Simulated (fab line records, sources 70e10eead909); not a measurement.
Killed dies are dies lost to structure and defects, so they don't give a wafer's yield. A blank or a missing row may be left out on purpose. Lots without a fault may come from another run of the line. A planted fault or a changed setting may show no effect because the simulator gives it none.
Chamber matching | flow nand_harc | NHARC_A_CONTACT_ETCH_48 on rie_diel-04: 4 sister chambers
The step etches the open film in CF4, target depth 39 nm, time 65 s. 4 wafers are shown with their chamber, then 9 later ones without.

WAFERS WITH THEIR CHAMBER
wafer  | chamber | drypump_motor_current_A (A)
L086.6 | 0       | 5.4
L090.1 | 3       | 6.3
L090.4 | 1       | 5.8
L090.6 | 2       | 5.4

WAFERS WITHOUT THEIR CHAMBER
wafer  | drypump_motor_current_A (A)
L091.1 | 5.8
L091.2 | 5.4
L091.4 | 6.2
L092.2 | 5.4
L092.4 | 5.8
L092.6 | 5.8
L093.1 | 5.4
L093.2 | 5.8
L093.5 | 5.4

WHICH CHAMBER EACH WENT THROUGH
wafer  | from the rows above     | in truth
L091.1 | 1                       | 1
L091.2 | can't be placed: 0 or 2 | 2
L091.4 | 3                       | 3
L092.2 | can't be placed: 0 or 2 | 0
L092.4 | 1                       | 1
L092.6 | 1                       | 1
L093.1 | can't be placed: 0 or 2 | 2
L093.2 | 1                       | 1
L093.5 | can't be placed: 0 or 2 | 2
Placed correctly: 5 of 9. Can't be placed from these rows: 4 (the true chamber is among the candidates in 4). Placed wrongly: 0.
How it was worked out, from the rows above alone: a wafer's distance from a chamber is the root of the sum, over the readings, of the square of ((its reading less the chamber's mean) divided by the reading's scatter). The wafer belongs to the nearest chamber; if the next one is less than 2 further off, it can't be placed. A chamber's mean is the mean of its shown wafers. The scatter: with one shown wafer a chamber, the root of the mean of the squares of how far each hidden wafer lies from its nearest shown one.
